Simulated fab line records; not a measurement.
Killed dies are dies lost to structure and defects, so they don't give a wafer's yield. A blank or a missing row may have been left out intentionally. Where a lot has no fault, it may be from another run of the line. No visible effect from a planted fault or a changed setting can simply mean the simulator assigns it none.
Chamber matching || flow n5_finfet || N5_BEOL_M9_STRIP_36 on rie_diel-06 has 4 sister chambers
The step strips in N2/H2. 18 wafers are shown with their chamber, then 9 later ones without.

WAFERS, EACH WITH ITS CHAMBER
{"wafer": "L075.3", "chamber": 3, "showerhead_plenum_p_Torr (Torr)": 2.42, "oes_product_au (a.u.)": 0.72, "throttle_valve_pct (%)": 24.2}
{"wafer": "L075.4", "chamber": 0, "showerhead_plenum_p_Torr (Torr)": 2.47, "oes_product_au (a.u.)": 0.83, "throttle_valve_pct (%)": 24.0}
{"wafer": "L075.6", "chamber": 0, "showerhead_plenum_p_Torr (Torr)": 2.47, "oes_product_au (a.u.)": 0.81, "throttle_valve_pct (%)": 24.0}
{"wafer": "L077.1", "chamber": 0, "showerhead_plenum_p_Torr (Torr)": 2.47, "oes_product_au (a.u.)": 0.83, "throttle_valve_pct (%)": 24.0}
{"wafer": "L077.3", "chamber": 2, "showerhead_plenum_p_Torr (Torr)": 2.60, "oes_product_au (a.u.)": 0.89, "throttle_valve_pct (%)": 23.4}
{"wafer": "L077.5", "chamber": 3, "showerhead_plenum_p_Torr (Torr)": 2.42, "oes_product_au (a.u.)": 0.72, "throttle_valve_pct (%)": 24.2}
{"wafer": "L078.2", "chamber": 0, "showerhead_plenum_p_Torr (Torr)": 2.47, "oes_product_au (a.u.)": 0.81, "throttle_valve_pct (%)": 24.1}
{"wafer": "L078.4", "chamber": 0, "showerhead_plenum_p_Torr (Torr)": 2.47, "oes_product_au (a.u.)": 0.82, "throttle_valve_pct (%)": 24.1}
{"wafer": "L078.5", "chamber": 3, "showerhead_plenum_p_Torr (Torr)": 2.42, "oes_product_au (a.u.)": 0.72, "throttle_valve_pct (%)": 24.2}
{"wafer": "L081.2", "chamber": 1, "showerhead_plenum_p_Torr (Torr)": 2.72, "oes_product_au (a.u.)": 0.95, "throttle_valve_pct (%)": 23.5}
{"wafer": "L081.4", "chamber": 2, "showerhead_plenum_p_Torr (Torr)": 2.60, "oes_product_au (a.u.)": 0.87, "throttle_valve_pct (%)": 23.4}
{"wafer": "L081.5", "chamber": 3, "showerhead_plenum_p_Torr (Torr)": 2.42, "oes_product_au (a.u.)": 0.70, "throttle_valve_pct (%)": 24.2}
{"wafer": "L083.2", "chamber": 0, "showerhead_plenum_p_Torr (Torr)": 2.46, "oes_product_au (a.u.)": 0.82, "throttle_valve_pct (%)": 24.1}
{"wafer": "L083.4", "chamber": 2, "showerhead_plenum_p_Torr (Torr)": 2.59, "oes_product_au (a.u.)": 0.87, "throttle_valve_pct (%)": 23.4}
{"wafer": "L083.5", "chamber": 2, "showerhead_plenum_p_Torr (Torr)": 2.59, "oes_product_au (a.u.)": 0.88, "throttle_valve_pct (%)": 23.5}
{"wafer": "L085.3", "chamber": 0, "showerhead_plenum_p_Torr (Torr)": 2.46, "oes_product_au (a.u.)": 0.80, "throttle_valve_pct (%)": 24.1}
{"wafer": "L085.5", "chamber": 0, "showerhead_plenum_p_Torr (Torr)": 2.46, "oes_product_au (a.u.)": 0.81, "throttle_valve_pct (%)": 24.1}
{"wafer": "L085.6", "chamber": 3, "showerhead_plenum_p_Torr (Torr)": 2.41, "oes_product_au (a.u.)": 0.69, "throttle_valve_pct (%)": 24.3}

SIGNATURES (averages over the wafers above)
{"reading": "showerhead_plenum_p_Torr", "chamber 0": 2.4663, "chamber 1": 2.7200, "chamber 2": 2.5950, "chamber 3": 2.4180, "scatter within a chamber": 0.00512}
{"reading": "oes_product_au", "chamber 0": 0.8163, "chamber 1": 0.9500, "chamber 2": 0.8775, "chamber 3": 0.7100, "scatter within a chamber": 0.0115}
{"reading": "throttle_valve_pct", "chamber 0": 24.062, "chamber 1": 23.500, "chamber 2": 23.425, "chamber 3": 24.220, "scatter within a chamber": 0.0495}
Rule: a wafer's distance from a chamber is the root of the sum, over the readings, of the square of ((its reading less the chamber's mean) divided by the reading's scatter). The wafer belongs to the nearest chamber; if the next one is less than 2 further off, it can't be placed. The scatter: the root of (the sum of the squares of (reading less its chamber's mean) over the shown wafers, divided by (wafers less chambers)).

WAFERS WITHOUT THEIR CHAMBER
{"wafer": "L087.2", "showerhead_plenum_p_Torr (Torr)": 2.72, "oes_product_au (a.u.)": 0.92, "throttle_valve_pct (%)": 23.5}
{"wafer": "L087.4", "showerhead_plenum_p_Torr (Torr)": 2.41, "oes_product_au (a.u.)": 0.70, "throttle_valve_pct (%)": 24.3}
{"wafer": "L087.6", "showerhead_plenum_p_Torr (Torr)": 2.72, "oes_product_au (a.u.)": 0.91, "throttle_valve_pct (%)": 23.5}
{"wafer": "L086.1", "showerhead_plenum_p_Torr (Torr)": 2.41, "oes_product_au (a.u.)": 0.70, "throttle_valve_pct (%)": 24.2}
{"wafer": "L086.2", "showerhead_plenum_p_Torr (Torr)": 2.46, "oes_product_au (a.u.)": 0.80, "throttle_valve_pct (%)": 24.1}
{"wafer": "L086.5", "showerhead_plenum_p_Torr (Torr)": 2.59, "oes_product_au (a.u.)": 0.85, "throttle_valve_pct (%)": 23.5}
{"wafer": "L091.2", "showerhead_plenum_p_Torr (Torr)": 2.46, "oes_product_au (a.u.)": 0.79, "throttle_valve_pct (%)": 24.1}
{"wafer": "L091.4", "showerhead_plenum_p_Torr (Torr)": 2.71, "oes_product_au (a.u.)": 0.91, "throttle_valve_pct (%)": 23.5}
{"wafer": "L091.6", "showerhead_plenum_p_Torr (Torr)": 2.71, "oes_product_au (a.u.)": 0.90, "throttle_valve_pct (%)": 23.5}

WHICH CHAMBER EACH ONE RAN IN
{"wafer": "L087.2", "from the rows above": 1, "in truth": 1}
{"wafer": "L087.4", "from the rows above": 3, "in truth": 3}
{"wafer": "L087.6", "from the rows above": 1, "in truth": 1}
{"wafer": "L086.1", "from the rows above": 3, "in truth": 3}
{"wafer": "L086.2", "from the rows above": 0, "in truth": 0}
{"wafer": "L086.5", "from the rows above": 2, "in truth": 2}
{"wafer": "L091.2", "from the rows above": 0, "in truth": 0}
{"wafer": "L091.4", "from the rows above": 1, "in truth": 1}
{"wafer": "L091.6", "from the rows above": 1, "in truth": 1}
Correct placement for 9 of the 9. Left unplaced by these rows: 0. Placed wrongly: 0.
